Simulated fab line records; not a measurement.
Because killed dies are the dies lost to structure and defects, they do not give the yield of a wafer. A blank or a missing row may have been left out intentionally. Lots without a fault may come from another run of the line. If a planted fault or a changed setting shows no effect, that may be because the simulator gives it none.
Matching of chambers + flow nand-harc + NHARC_A_STAIRCASE_DEP_322 on pecvd-04: 3 sister chambers
The step deposits SiO2, target thk 3800 nm. 3 wafers are shown with their chamber, then 7 later ones without.

== WAFERS PAIRED WITH THEIR CHAMBERS ==
| wafer  | chamber | heater-power-w (W) |
|--------|---------|--------------------|
| L840.2 | 1       | 795                |
| L841.2 | 0       | 787                |
| L841.4 | 2       | 578                |

== WAFERS MISSING THEIR CHAMBER ==
| wafer  | heater-power-w (W) |
|--------|--------------------|
| L841.6 | 657                |
| L844.1 | 782                |
| L844.3 | 712                |
| L844.6 | 651                |
| L852.1 | 689                |
| L852.2 | 767                |
| L852.6 | 525                |

== THE CHAMBER EACH PASSED THROUGH ==
| wafer  | from the rows above          | in truth |
|--------|------------------------------|----------|
| L841.6 | can't be placed: 2 or 0 or 1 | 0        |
| L844.1 | can't be placed: 0 or 1      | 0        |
| L844.3 | can't be placed: 0 or 1 or 2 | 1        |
| L844.6 | can't be placed: 2 or 0 or 1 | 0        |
| L852.1 | can't be placed: 0 or 1 or 2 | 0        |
| L852.2 | can't be placed: 0 or 1      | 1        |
| L852.6 | 2                            | 2        |
Placed correctly: 1 of 7. These rows do not allow placing 6 (true chamber among the candidates in 6). Number placed wrongly: 0.
How it was worked out, from the rows above alone: a wafer's distance from a chamber is the root of the sum, over the readings, of the square of ((its reading less the chamber's mean) divided by the reading's scatter). If the next closest chamber is less than 2 further off than the closest, the wafer can't be placed; otherwise it belongs to the closest. For every chamber, the mean is computed from those of its wafers that are shown. The scatter: with one shown wafer a chamber, the root of the mean of the squares of how far each hidden wafer lies from its nearest shown one.
